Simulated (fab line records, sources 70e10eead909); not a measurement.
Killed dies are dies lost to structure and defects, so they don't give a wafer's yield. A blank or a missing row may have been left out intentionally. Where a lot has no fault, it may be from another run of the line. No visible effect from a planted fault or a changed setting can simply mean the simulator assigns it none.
Which tool is to blame? || flow nand harc || 24 lots with 72 wafers sampled at 2 steps, on a route of 1302 steps

== WHAT THE GAUGES READ, wafer by wafer ==
NHARC_A_CONTACT_OVL_MEAS_43. Usual: overlay x nm -0.1 nm, standard deviation 0.88; overlay y nm 0.1 nm, standard deviation 0.82.
{"lot": "L075", "measured": "day 22 02:28", "on": "overlay-01", "overlay x nm (nm)": "0.2 -0.1 -0.4", "overlay y nm (nm)": "0.2 -0.1 0.4", "flag": ""}
{"lot": "L077", "measured": "day 22 07:46", "on": "overlay-01", "overlay x nm (nm)": "-3.0 -2.4 -2.7", "overlay y nm (nm)": "-0.9 -0.9 -0.7", "flag": ""}
{"lot": "L074", "measured": "day 22 07:26", "on": "overlay-01", "overlay x nm (nm)": "0.2 0.3 -0.6", "overlay y nm (nm)": "-0.3 0.3 0.1", "flag": ""}
{"lot": "L076", "measured": "day 22 09:42", "on": "overlay-02", "overlay x nm (nm)": "0.7 0.9 0.4", "overlay y nm (nm)": "0.2 -0.1 0.2", "flag": ""}
{"lot": "L078", "measured": "day 22 23:32", "on": "overlay-01", "overlay x nm (nm)": "0.5 0.7 1.0", "overlay y nm (nm)": "0.8 0.4 0.8", "flag": ""}
{"lot": "L079", "measured": "day 23 00:02", "on": "overlay-02", "overlay x nm (nm)": "0.1 -0.4 -0.1", "overlay y nm (nm)": "0.2 0.2 0.1", "flag": ""}
{"lot": "L080", "measured": "day 23 20:03", "on": "overlay-01", "overlay x nm (nm)": "-1.0 -0.6 -1.1", "overlay y nm (nm)": "0.6 0.0 -0.1", "flag": ""}
{"lot": "L081", "measured": "day 24 18:16", "on": "overlay-02", "overlay x nm (nm)": "-0.5 -0.1 -0.6", "overlay y nm (nm)": "0.3 0.4 0.0", "flag": ""}
{"lot": "L083", "measured": "day 25 04:37", "on": "overlay-02", "overlay x nm (nm)": "0.8 0.4 -0.5", "overlay y nm (nm)": "-1.1 -0.8 -1.1", "flag": ""}
{"lot": "L082", "measured": "day 25 04:28", "on": "overlay-01", "overlay x nm (nm)": "0.5 -0.2 0.6", "overlay y nm (nm)": "-0.2 0.5 -0.3", "flag": ""}
{"lot": "L086", "measured": "day 25 21:42", "on": "overlay-01", "overlay x nm (nm)": "-0.1 -0.1 -0.6", "overlay y nm (nm)": "0.1 -0.5 -0.3", "flag": ""}
{"lot": "L084", "measured": "day 26 01:57", "on": "overlay-02", "overlay x nm (nm)": "0.0 -0.1 -0.1", "overlay y nm (nm)": "-1.2 -1.9 -1.7", "flag": ""}
{"lot": "L085", "measured": "day 26 02:46", "on": "overlay-02", "overlay x nm (nm)": "-0.7 0.1 -0.4", "overlay y nm (nm)": "0.7 0.4 1.0", "flag": ""}
{"lot": "L087", "measured": "day 27 08:05", "on": "overlay-02", "overlay x nm (nm)": "0.8 0.8 0.8", "overlay y nm (nm)": "-0.8 0.0 -0.4", "flag": ""}
{"lot": "L089", "measured": "day 28 00:42", "on": "overlay-01", "overlay x nm (nm)": "0.7 0.2 -0.4", "overlay y nm (nm)": "1.3 0.9 0.9", "flag": ""}
{"lot": "L088", "measured": "day 28 04:48", "on": "overlay-02", "overlay x nm (nm)": "0.2 0.2 0.2", "overlay y nm (nm)": "1.3 1.1 1.4", "flag": ""}
{"lot": "L090", "measured": "day 28 08:56", "on": "overlay-02", "overlay x nm (nm)": "-1.1 -0.7 -1.3", "overlay y nm (nm)": "-1.0 -0.3 -0.9", "flag": ""}
{"lot": "L093", "measured": "day 29 01:43", "on": "overlay-02", "overlay x nm (nm)": "-0.6 -1.1 -1.0", "overlay y nm (nm)": "-0.4 0.6 0.2", "flag": ""}
{"lot": "L094", "measured": "day 29 02:03", "on": "overlay-01", "overlay x nm (nm)": "1.0 1.6 1.2", "overlay y nm (nm)": "1.0 1.4 1.3", "flag": ""}
{"lot": "L092", "measured": "day 29 07:47", "on": "overlay-01", "overlay x nm (nm)": "0.5 0.7 0.8", "overlay y nm (nm)": "-0.3 0.0 -0.9", "flag": ""}
{"lot": "L091", "measured": "day 29 11:42", "on": "overlay-02", "overlay x nm (nm)": "0.8 0.8 1.1", "overlay y nm (nm)": "-0.2 -0.2 -0.1", "flag": ""}
{"lot": "L095", "measured": "day 30 07:53", "on": "overlay-01", "overlay x nm (nm)": "0.8 0.7 0.6", "overlay y nm (nm)": "1.1 1.2 1.3", "flag": ""}
{"lot": "L097", "measured": "day 31 04:46", "on": "overlay-02", "overlay x nm (nm)": "-1.1 -0.9 -0.9", "overlay y nm (nm)": "-0.2 0.8 0.6", "flag": ""}
{"lot": "L096", "measured": "day 31 08:09", "on": "overlay-01", "overlay x nm (nm)": "-1.0 -0.3 -0.7", "overlay y nm (nm)": "0.8 1.4 0.9", "flag": ""}

== TOOL THAT RAN EACH LOT (tool first, then ch and the chambers of the sampled wafers, then the start) ==
{"lot": "L075", "NHARC_A_CONTACT_DEP_24": "pecvd-02 ch 1,2, day 21 20:46"}
{"lot": "L077", "NHARC_A_CONTACT_DEP_24": "pecvd-02 ch 0,2, day 22 00:20"}
{"lot": "L074", "NHARC_A_CONTACT_DEP_24": "pecvd-04 ch 0,1,2, day 22 00:21"}
{"lot": "L076", "NHARC_A_CONTACT_DEP_24": "pecvd-03 ch 1,2, day 22 03:58"}
{"lot": "L078", "NHARC_A_CONTACT_DEP_24": "pecvd-02 ch 0,2, day 22 15:12"}
{"lot": "L079", "NHARC_A_CONTACT_DEP_24": "pecvd-03 ch 0,1, day 22 15:31"}
{"lot": "L080", "NHARC_A_CONTACT_DEP_24": "pecvd-04 ch 0,1,2, day 23 14:34"}
{"lot": "L081", "NHARC_A_CONTACT_DEP_24": "pecvd-03 ch 0,1, day 24 12:26"}
{"lot": "L083", "NHARC_A_CONTACT_DEP_24": "pecvd-03 ch 0,1, day 24 22:45"}
{"lot": "L082", "NHARC_A_CONTACT_DEP_24": "pecvd-02 ch 1,2, day 24 22:49"}
{"lot": "L086", "NHARC_A_CONTACT_DEP_24": "pecvd-03 ch 0,1,2, day 25 12:36"}
{"lot": "L084", "NHARC_A_CONTACT_DEP_24": "pecvd-03 ch 0,2, day 25 20:07"}
{"lot": "L085", "NHARC_A_CONTACT_DEP_24": "pecvd-04 ch 0,2, day 25 20:10"}
{"lot": "L087", "NHARC_A_CONTACT_DEP_24": "pecvd-04 ch 0,1, day 26 23:28"}
{"lot": "L089", "NHARC_A_CONTACT_DEP_24": "pecvd-03 ch 0,2, day 27 19:05"}
{"lot": "L088", "NHARC_A_CONTACT_DEP_24": "pecvd-02 ch 0,1,2, day 27 23:10"}
{"lot": "L090", "NHARC_A_CONTACT_DEP_24": "pecvd-03 ch 1,2, day 28 03:11"}
{"lot": "L093", "NHARC_A_CONTACT_DEP_24": "pecvd-04 ch 0,1,2, day 28 20:05"}
{"lot": "L094", "NHARC_A_CONTACT_DEP_24": "pecvd-03 ch 1,2, day 28 20:23"}
{"lot": "L092", "NHARC_A_CONTACT_DEP_24": "pecvd-04 ch 0,1, day 28 23:26"}
{"lot": "L091", "NHARC_A_CONTACT_DEP_24": "pecvd-03 ch 0,1,2, day 29 02:44"}
{"lot": "L095", "NHARC_A_CONTACT_DEP_24": "pecvd-02 ch 0,1,2, day 30 02:14"}
{"lot": "L097", "NHARC_A_CONTACT_DEP_24": "pecvd-03 ch 0,1, day 30 23:23"}
{"lot": "L096", "NHARC_A_CONTACT_DEP_24": "pecvd-03 ch 0,1,2, day 31 02:26"}
- NHARC_A_CONTACT_DEP_24: deposits SiO2, target thk 500 nm.

== AS READ BY THE TOOLS THEMSELVES (means over the sampled wafers that have a number; for cases with no such wafer, the mark the record gives instead) ==
NHARC_A_CONTACT_DEP_24. Usual: heater power w 527 W, standard deviation 74; throttle valve pct 15.8 %, standard deviation 0.42.
{"lot": "L075", "tool": "pecvd-02", "heater power w (W)": 514, "throttle valve pct (%)": 15.0, "flag": ""}
{"lot": "L077", "tool": "pecvd-02", "heater power w (W)": 552, "throttle valve pct (%)": 15.3, "flag": ""}
{"lot": "L074", "tool": "pecvd-04", "heater power w (W)": 562, "throttle valve pct (%)": 16.1, "flag": ""}
{"lot": "L076", "tool": "pecvd-03", "heater power w (W)": 543, "throttle valve pct (%)": 15.5, "flag": ""}
{"lot": "L078", "tool": "pecvd-02", "heater power w (W)": 511, "throttle valve pct (%)": 15.3, "flag": ""}
{"lot": "L079", "tool": "pecvd-03", "heater power w (W)": 491, "throttle valve pct (%)": 15.9, "flag": ""}
{"lot": "L080", "tool": "pecvd-04", "heater power w (W)": 574, "throttle valve pct (%)": 16.1, "flag": ""}
{"lot": "L081", "tool": "pecvd-03", "heater power w (W)": 479, "throttle valve pct (%)": 15.7, "flag": ""}
{"lot": "L083", "tool": "pecvd-03", "heater power w (W)": 466, "throttle valve pct (%)": 15.7, "flag": ""}
{"lot": "L082", "tool": "pecvd-02", "heater power w (W)": 502, "throttle valve pct (%)": 15.1, "flag": ""}
{"lot": "L086", "tool": "pecvd-03", "heater power w (W)": 507, "throttle valve pct (%)": 15.7, "flag": ""}
{"lot": "L084", "tool": "pecvd-03", "heater power w (W)": 508, "throttle valve pct (%)": 15.9, "flag": ""}
{"lot": "L085", "tool": "pecvd-04", "heater power w (W)": 576, "throttle valve pct (%)": 16.1, "flag": ""}
{"lot": "L087", "tool": "pecvd-04", "heater power w (W)": 535, "throttle valve pct (%)": 16.5, "flag": ""}
{"lot": "L089", "tool": "pecvd-03", "heater power w (W)": 546, "throttle valve pct (%)": 15.8, "flag": ""}
{"lot": "L088", "tool": "pecvd-02", "heater power w (W)": 536, "throttle valve pct (%)": 15.2, "flag": ""}
{"lot": "L090", "tool": "pecvd-03", "heater power w (W)": 498, "throttle valve pct (%)": 15.8, "flag": ""}
{"lot": "L093", "tool": "pecvd-04", "heater power w (W)": 556, "throttle valve pct (%)": 16.0, "flag": ""}
{"lot": "L094", "tool": "pecvd-03", "heater power w (W)": 494, "throttle valve pct (%)": 15.9, "flag": ""}
{"lot": "L092", "tool": "pecvd-04", "heater power w (W)": 604, "throttle valve pct (%)": 16.2, "flag": ""}
{"lot": "L091", "tool": "pecvd-03", "heater power w (W)": 458, "throttle valve pct (%)": 15.9, "flag": ""}
{"lot": "L095", "tool": "pecvd-02", "heater power w (W)": 520, "throttle valve pct (%)": 15.4, "flag": ""}
{"lot": "L097", "tool": "pecvd-03", "heater power w (W)": 467, "throttle valve pct (%)": 16.1, "flag": ""}
{"lot": "L096", "tool": "pecvd-03", "heater power w (W)": 481, "throttle valve pct (%)": 16.1, "flag": ""}

== THE ANSWER, worked out from the rows above alone ==
Rule: take the mean of a lot's wafers that have a number; if it is more than 3 standard deviations from the usual mean, the lot is off. A lot without any number at a reading at which 4 lots or more have one is off too. Where the step has rows for the other lots, those lots are counted as sound. After the gauges, taken in route order, come the tools' own readings; for these a lot's mean is taken, as printed above. At the first step where some lot is off, the reading lying furthest off is the one used; lots without a number count as furthest.
No lot is off on any of the readings shown, so nothing can be concluded from this.

== WHAT WAS PUT IN BY THE SIMULATOR ==
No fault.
